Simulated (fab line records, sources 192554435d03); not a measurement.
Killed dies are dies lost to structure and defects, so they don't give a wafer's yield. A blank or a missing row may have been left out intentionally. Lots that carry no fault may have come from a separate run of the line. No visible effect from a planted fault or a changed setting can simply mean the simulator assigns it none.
Matching of chambers | flow n5Finfet | 4 sister chambers for N5_DUMMY_GATE_CMP_04 on cmp-02
The step polishes a-Si. 8 wafers are shown with their chamber, then 12 later ones without.

== WAFERS PAIRED WITH THEIR CHAMBERS ==
wafer  | chamber | motorCurrentA (A) | timeToEndpointS (s)
L082.3 | 3       | 12.7              | 16.9
L082.5 | 3       | 12.3              | 13.8
L086.2 | 2       | 9.2               | 12.3
L086.4 | 0       | 9.6               | 10.2
L086.6 | 1       | 9.6               | 11.2
L087.2 | 1       | 10.1              | 14.3
L087.3 | 0       | 9.3               | 11.9
L087.4 | 2       | 8.7               | 17.2

== WAFERS MISSING THEIR CHAMBER ==
wafer  | motorCurrentA (A) | timeToEndpointS (s)
L088.1 | 12.5              | 11.1
L088.2 | 9.5               | 13.2
L088.6 | 11.5              | 12.2
L088.3 | 9.0               | 10.1
L088.4 | 10.0              | 13.8
L088.5 | 9.7               | 14.1
L096.1 | 10.1              | 15.7
L096.2 | 12.9              | 16.4
L096.6 | 12.6              | 14.9
L097.1 | 12.2              | 14.8
L097.2 | 9.5               | 14.9
L097.4 | 9.1               | 13.1

== THE CHAMBER EACH PASSED THROUGH ==
wafer  | from the rows above          | in truth
L088.1 | 3                            | 3
L088.2 | can't be placed: 0 or 1 or 2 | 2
L088.6 | can't be placed: 3 or 1      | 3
L088.3 | can't be placed: 0 or 2 or 1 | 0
L088.4 | can't be placed: 1 or 0      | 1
L088.5 | can't be placed: 1 or 0 or 2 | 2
L096.1 | can't be placed: 1 or 0      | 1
L096.2 | 3                            | 3
L096.6 | 3                            | 3
L097.1 | 3                            | 3
L097.2 | can't be placed: 1 or 0 or 2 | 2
L097.4 | can't be placed: 2 or 0 or 1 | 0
4 of 12 placed correctly. These rows do not allow placing 8 (true chamber among the candidates in 8). 0 placed wrongly.
How it was worked out, from the rows above alone: a wafer's distance from a chamber is the root of the sum, over the readings, of the square of ((its reading less the chamber's mean) divided by the reading's scatter). If the next closest chamber is less than 2 further off than the closest, the wafer can't be placed; otherwise it belongs to the closest. A chamber's mean is the mean of its shown wafers. How the scatter is found: for the shown wafers, subtract from each reading the mean of its chamber, square and add these, divide the total by (wafers less chambers), then take the root.
